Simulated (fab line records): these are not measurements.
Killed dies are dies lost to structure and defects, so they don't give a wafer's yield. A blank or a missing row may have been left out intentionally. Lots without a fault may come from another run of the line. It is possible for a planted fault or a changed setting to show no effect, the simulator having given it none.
Check of tool commonality -- flow n5-finfet -- 44 wafers sampled across 15 lots

== REASON IT WAS OPENED ==
Flagged at N5_FIN_SAQP_CD_MEAS_31: reading cd-nm, on 3 of 15 lots. Fault-free wafers read 8.09 nm, with a standard deviation of 0.25.
Rule: a lot is flagged in two cases, either no wafer of it has a number, or all its wafers with numbers fall more than 4 standard deviations from that mean. All remaining lots are regarded as sound.

lot,measured,on,"cd-nm (nm), wafer by wafer",flag
L130,day 2 08:05,cd-sem-03,8.26 7.83 8.28,
L132,day 2 19:53,cd-sem-02,7.89 8.21 8.18,
L133,day 3 02:07,cd-sem-02,7.92 8.18 8.00,
L134,day 3 07:50,cd-sem-03,8.31 8.30 7.87,
L135,day 3 12:57,cd-sem-02,7.88 7.96 8.23,
L136,day 3 21:38,cd-sem-01,8.13 8.18 8.59,
L137,day 4 01:14,cd-sem-01,8.12 8.44 7.92,
L140,day 5 02:28,cd-sem-01,7.98 8.11 7.73,
L141,day 5 04:40,cd-sem-02,7.93 7.97 8.74,
L143,day 5 14:17,cd-sem-01,8.70 7.93 8.13,
L145,day 6 02:00,cd-sem-01,8.11 7.71,
L149,day 7 03:31,cd-sem-01,2.97 2.67 3.36,FLAGGED
L150,day 7 07:58,cd-sem-03,2.96 2.95 2.64,FLAGGED
L151,day 7 13:51,cd-sem-03,2.39 2.94 3.30,FLAGGED
L152,day 7 20:19,cd-sem-03,8.37 7.97 8.65,
The numbers of the flagged lots are 2.91 nm on average: -5.18 nm against the usual, or -21 standard deviations.

== WHICH TOOL RAN EACH LOT ==
Before the reading, the record contains 3 process steps out of a 1938-step route. Read each cell as the tool, then ch plus the chambers that the sampled wafers visited, then the start.
lot,flag,N5_FIN_SAQP_SPACER1_ALD_24,N5_FIN_SAQP_ETCH_69,N5_FIN_SAQP_SPACER2_ALD_28
L130,,"ald-sin-01 ch 0,1,2, day 2 05:02","rie-diel-04 ch 2,3, day 2 07:15","ald-sin-03 ch 0,1,2, day 2 07:34"
L132,,"ald-sin-03 ch 1,3, day 2 16:58","rie-diel-01 ch 0,3, day 2 19:04","ald-sin-03 ch 1,2,3, day 2 19:22"
L133,,"ald-sin-03 ch 1,2,3, day 2 22:44","rie-diel-03 ch 0,1,3, day 3 00:25","ald-sin-03 ch 0,1,2, day 3 01:36"
L134,,"ald-sin-01 ch 1,2, day 3 05:05","rie-diel-03 ch 1,2,3, day 3 06:44","ald-sin-02 ch 0,2,3, day 3 07:02"
L135,,"ald-sin-01 ch 0,1,3, day 3 10:29","rie-diel-03 ch 1,3, day 3 12:07","ald-sin-01 ch 1,3, day 3 12:25"
L136,,"ald-sin-03 ch 1,2, day 3 18:55","rie-diel-03 ch 1,2, day 3 20:49","ald-sin-01 ch 0,1,3, day 3 21:07"
L137,,"ald-sin-01 ch 0,1, day 3 22:37","rie-diel-01 ch 1,2, day 4 00:14","ald-sin-01 ch 1,2,3, day 4 00:40"
L140,,"ald-sin-02 ch 0,3, day 4 23:28","rie-diel-01 ch 0,2,3, day 5 01:18","ald-sin-01 ch 0,1,3, day 5 01:47"
L141,,"ald-sin-02 ch 2,3, day 5 00:55","rie-diel-04 ch 0,2, day 5 03:11","ald-sin-02 ch 0,1,2, day 5 04:08"
L143,,"ald-sin-03 ch 0,1,2, day 5 11:28","rie-diel-04 ch 0,1,2, day 5 13:28","ald-sin-02 ch 0,2,3, day 5 13:46"
L145,,"ald-sin-02 ch 2,3, day 5 23:08","rie-diel-03 ch 0,2, day 6 01:07","ald-sin-01 ch 1, day 6 01:25"
L149,FLAGGED,"ald-sin-01 ch 1,2, day 7 00:11","rie-diel-03 ch 2,3, day 7 02:09","ald-sin-02 ch 0,2,3, day 7 03:00"
L150,FLAGGED,"ald-sin-03 ch 0,1, day 7 05:25","rie-diel-01 ch 0,3, day 7 07:08","ald-sin-02 ch 0,3, day 7 07:26"
L151,FLAGGED,"ald-sin-01 ch 0,3, day 7 11:15","rie-diel-04 ch 0,2, day 7 12:56","ald-sin-02 ch 1,3, day 7 13:15"
L152,,"ald-sin-01 ch 0,2,3, day 7 17:52","rie-diel-03 ch 0,1,3, day 7 19:30","ald-sin-01 ch 0,2,3, day 7 19:48"
What is done by these steps:
- N5_FIN_SAQP_SPACER1_ALD_24: deposits SiO2, target thk 20.3 nm, pulse time 1 s, purge time 2 s.
- N5_FIN_SAQP_ETCH_69: etches SOC in N2/H2, stops on SiNx, target depth 150 nm.
- N5_FIN_SAQP_SPACER2_ALD_28: deposits SiO2, target thk 8.1 nm, pulse time 1 s, purge time 2 s.
- N5_FIN_SAQP_CD_MEAS_31: target cd 8 nm.

== FLAGGED OVER TOTAL, TOOL BY TOOL (the gauges that took the reading come last) ==
step,tool,lots run,flagged,share of the flagged lots,sound lots run after its first flagged lot
N5_FIN_SAQP_SPACER1_ALD_24,ald-sin-01,7,2,some,1 (L152)
N5_FIN_SAQP_SPACER1_ALD_24,ald-sin-02,3,0,none,-
N5_FIN_SAQP_SPACER1_ALD_24,ald-sin-03,5,1,some,0
N5_FIN_SAQP_ETCH_69,rie-diel-01,4,1,some,0
N5_FIN_SAQP_ETCH_69,rie-diel-03,7,1,some,1 (L152)
N5_FIN_SAQP_ETCH_69,rie-diel-04,4,1,some,0
N5_FIN_SAQP_SPACER2_ALD_28,ald-sin-01,6,0,none,-
N5_FIN_SAQP_SPACER2_ALD_28,ald-sin-02,6,3,all,0
N5_FIN_SAQP_SPACER2_ALD_28,ald-sin-03,3,0,none,-
N5_FIN_SAQP_CD_MEAS_31,cd-sem-01,6,1,some,0
N5_FIN_SAQP_CD_MEAS_31,cd-sem-02,4,0,none,-
N5_FIN_SAQP_CD_MEAS_31,cd-sem-03,5,2,some,1 (L152)

== WHAT IS ALLOWED BY THE TABLE ==
Rows of the table that ran each flagged lot: 1, that is ald-sin-02 at N5_FIN_SAQP_SPACER2_ALD_28.
- ald-sin-02 at N5_FIN_SAQP_SPACER2_ALD_28 ran 6 lots, 3 of them flagged. Last sound lot L143 at day 5 13:46, first flagged lot L149 at day 7 03:00; a fault beginning in between fits.
Just one tool remains: ald-sin-02 at N5_FIN_SAQP_SPACER2_ALD_28.

== WHAT THE SIMULATOR PUT IN ==
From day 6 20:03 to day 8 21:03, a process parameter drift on ald-sin-02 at N5_FIN_SAQP_SPACER2_ALD_28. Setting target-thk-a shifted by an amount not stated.
Struck lots among those shown: L149, L150, L151. Same finding as the rule above.
